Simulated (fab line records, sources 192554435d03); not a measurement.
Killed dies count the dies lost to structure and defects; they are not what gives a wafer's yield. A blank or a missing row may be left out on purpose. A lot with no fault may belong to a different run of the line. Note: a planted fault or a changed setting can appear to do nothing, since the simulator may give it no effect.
Split-lot study / flow n5 finfet / 21 wafers read from 7 lots, route of 1938 steps

== THE SPLIT ==
At N5_BEOL_M15_PEB_26 (peb time 90 s), the setting peb time s was moved away from the recipe's 90 s on 6 of the 21 wafers read, by -21.9% to +11.7%. All remaining wafers had this setting at the recipe value.

== FROM THE SPLIT TO THE READING: what the file shows between them, 5 steps ==
- N5_BEOL_M15_ETCH_61: etches BARC in N2/H2, target depth 89 nm, overetch 26.7 nm, time 67.9 s (also split here: time s)
- N5_BEOL_M15_TRENCH_ETCH_34: etches SiO2 in C4F8/O2/Ar, target depth 872.93 nm, time 199 s
- N5_BEOL_M15_STRIP_36: strips in O2
- N5_BEOL_M15_STRIP_62: strips in O2
- N5_BEOL_M15_STRIP_37: strips in O2

== THE READING ==
BEOL_M15.cd nm (the simulator's own value, which no gauge read), in nm, at N5_BEOL_M15_ETCH_38 (etches SiCN in CF4/N2, target depth 106.4 nm, time 120.5 s). There is no usual value for it anywhere in the file. Average 401.6 nm, standard deviation 2.1 nm, over the 15 wafers here run with the recipe.

wafer=L075.2; tool, chamber at the split=litho track-03, 0; peb time s as run, s=90; against the recipe=recipe; BEOL_M15.cd nm, nm=404; against lot-mates on the recipe=-
wafer=L075.3; tool, chamber at the split=litho track-03, 0; peb time s as run, s=90; against the recipe=recipe; BEOL_M15.cd nm, nm=401.8; against lot-mates on the recipe=-
wafer=L075.4; tool, chamber at the split=litho track-03, 0; peb time s as run, s=90; against the recipe=recipe; BEOL_M15.cd nm, nm=400.4; against lot-mates on the recipe=-
wafer=L077.4; tool, chamber at the split=litho track-04, 0; peb time s as run, s=83.81; against the recipe=-6.9%; BEOL_M15.cd nm, nm=396.4; against lot-mates on the recipe=-1.6
wafer=L077.5; tool, chamber at the split=litho track-04, 0; peb time s as run, s=83.81; against the recipe=-6.9%; BEOL_M15.cd nm, nm=396.2; against lot-mates on the recipe=-1.8
wafer=L077.6; tool, chamber at the split=litho track-04, 0; peb time s as run, s=90; against the recipe=recipe; BEOL_M15.cd nm, nm=398; against lot-mates on the recipe=-
wafer=L079.4; tool, chamber at the split=litho track-03, 0; peb time s as run, s=90; against the recipe=recipe; BEOL_M15.cd nm, nm=403.8; against lot-mates on the recipe=-
wafer=L079.5; tool, chamber at the split=litho track-03, 0; peb time s as run, s=90; against the recipe=recipe; BEOL_M15.cd nm, nm=401.8; against lot-mates on the recipe=-
wafer=L079.6; tool, chamber at the split=litho track-03, 0; peb time s as run, s=100.5; against the recipe=+11.7%; BEOL_M15.cd nm, nm=405.2; against lot-mates on the recipe=+2.4
wafer=L085.2; tool, chamber at the split=litho track-03, 0; peb time s as run, s=90; against the recipe=recipe; BEOL_M15.cd nm, nm=402; against lot-mates on the recipe=-
wafer=L085.4; tool, chamber at the split=litho track-03, 0; peb time s as run, s=90; against the recipe=recipe; BEOL_M15.cd nm, nm=404; against lot-mates on the recipe=-
wafer=L085.6; tool, chamber at the split=litho track-03, 0; peb time s as run, s=70.28; against the recipe=-21.9%; BEOL_M15.cd nm, nm=393.4; against lot-mates on the recipe=-9.6
wafer=L086.2; tool, chamber at the split=litho track-03, 0; peb time s as run, s=90; against the recipe=recipe; BEOL_M15.cd nm, nm=404.2; against lot-mates on the recipe=-
wafer=L086.4; tool, chamber at the split=litho track-03, 0; peb time s as run, s=90; against the recipe=recipe; BEOL_M15.cd nm, nm=403; against lot-mates on the recipe=-
wafer=L086.5; tool, chamber at the split=litho track-03, 0; peb time s as run, s=90; against the recipe=recipe; BEOL_M15.cd nm, nm=401.6; against lot-mates on the recipe=-
wafer=L088.2; tool, chamber at the split=litho track-04, 0; peb time s as run, s=90; against the recipe=recipe; BEOL_M15.cd nm, nm=402; against lot-mates on the recipe=-
wafer=L088.5; tool, chamber at the split=litho track-04, 0; peb time s as run, s=90; against the recipe=recipe; BEOL_M15.cd nm, nm=401.8; against lot-mates on the recipe=-
wafer=L088.6; tool, chamber at the split=litho track-04, 0; peb time s as run, s=100.1; against the recipe=+11.2%; BEOL_M15.cd nm, nm=406; against lot-mates on the recipe=+4.1
wafer=L097.1; tool, chamber at the split=litho track-02, 0; peb time s as run, s=90; against the recipe=recipe; BEOL_M15.cd nm, nm=398.2; against lot-mates on the recipe=-
wafer=L097.3; tool, chamber at the split=litho track-02, 0; peb time s as run, s=90; against the recipe=recipe; BEOL_M15.cd nm, nm=398; against lot-mates on the recipe=-
wafer=L097.6; tool, chamber at the split=litho track-02, 0; peb time s as run, s=81.7; against the recipe=-9.2%; BEOL_M15.cd nm, nm=397.4; against lot-mates on the recipe=-0.7

THE FIT
A straight line over all 21 wafers: BEOL_M15.cd nm changes by +0.409 nm for each +1% of peb time s; r = +0.81; the points scatter about the line by 2 nm.
The same after taking each lot's own level away (the mean of its wafers on the recipe; 21 wafers): +0.341 nm for each +1%; r = +0.89; scatter 1.2 nm.
According to that fit, moving peb time s by its largest amount changes the reading by 7.5 nm.
The span of the lots' own levels, 398.00 to 403.00 nm, comes to 2.4 times the standard deviation stated above.
So the lot-to-lot level changes the slope: the two fits differ.
Check: -5.03 nm against its lot-mates is what the line predicts for one of the wafers moved furthest among these (-21.9%) when that wafer is left out of the fit. Against them it came out at -9.6 nm.

== ADDITIONAL SPLITS CARRIED BY THESE WAFERS ==
Other splits were also applied to these wafers ahead of the reading. Each is held against what the fit with the lots' levels taken away leaves over:
other split on the same wafers=N5_BEOL_M11_ALD_74 ald cycles; wafers away from the commonest value=5; r with BEOL_M15.cd nm (lot level and that fit taken away)=-0.11
other split on the same wafers=N5_BEOL_M13_COAT_58 spin rpm; wafers away from the commonest value=6; r with BEOL_M15.cd nm (lot level and that fit taken away)=-0.10
other split on the same wafers=N5_BEOL_M13_ETCH_59 time s; wafers away from the commonest value=5; r with BEOL_M15.cd nm (lot level and that fit taken away)=+0.03
other split on the same wafers=N5_BEOL_M14_ILD_DEP_00 time s; wafers away from the commonest value=10; r with BEOL_M15.cd nm (lot level and that fit taken away)=-0.19
other split on the same wafers=N5_BEOL_M14_PEB_08 peb time s; wafers away from the commonest value=10; r with BEOL_M15.cd nm (lot level and that fit taken away)=+0.08
other split on the same wafers=N5_BEOL_M15_ETCH_61 time s; wafers away from the commonest value=7; r with BEOL_M15.cd nm (lot level and that fit taken away)=-0.33

== THE WHOLE CHAIN: every reading that the file lists as answering this split, in the file's order ==
step=N5_BEOL_M15_ETCH_61; what it does=etches BARC in N2/H2, target depth 89 nm, overetch 26.7 nm, time 67.9 s; reading=BEOL_M15.cd nm (the simulator's own value, which no gauge read); change (the file's fit)=+0.357 nm for each +1% of the setting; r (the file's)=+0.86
step=N5_BEOL_M15_TRENCH_ETCH_34; what it does=etches SiO2 in C4F8/O2/Ar, target depth 872.93 nm, time 199 s; reading=BEOL_M15.cd nm (the simulator's own value, which no gauge read); change (the file's fit)=+0.344 nm for each +1% of the setting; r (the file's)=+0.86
step=N5_BEOL_M15_ETCH_38; what it does=etches SiCN in CF4/N2, target depth 106.4 nm, time 120.5 s; reading=BEOL_M15.cd nm (the simulator's own value, which no gauge read); change (the file's fit)=+0.346 nm for each +1% of the setting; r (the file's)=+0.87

== THE FILE'S OWN FIT ==
BEOL_M15.cd nm changes by +0.346 nm for each +1% of peb time s, r = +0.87.
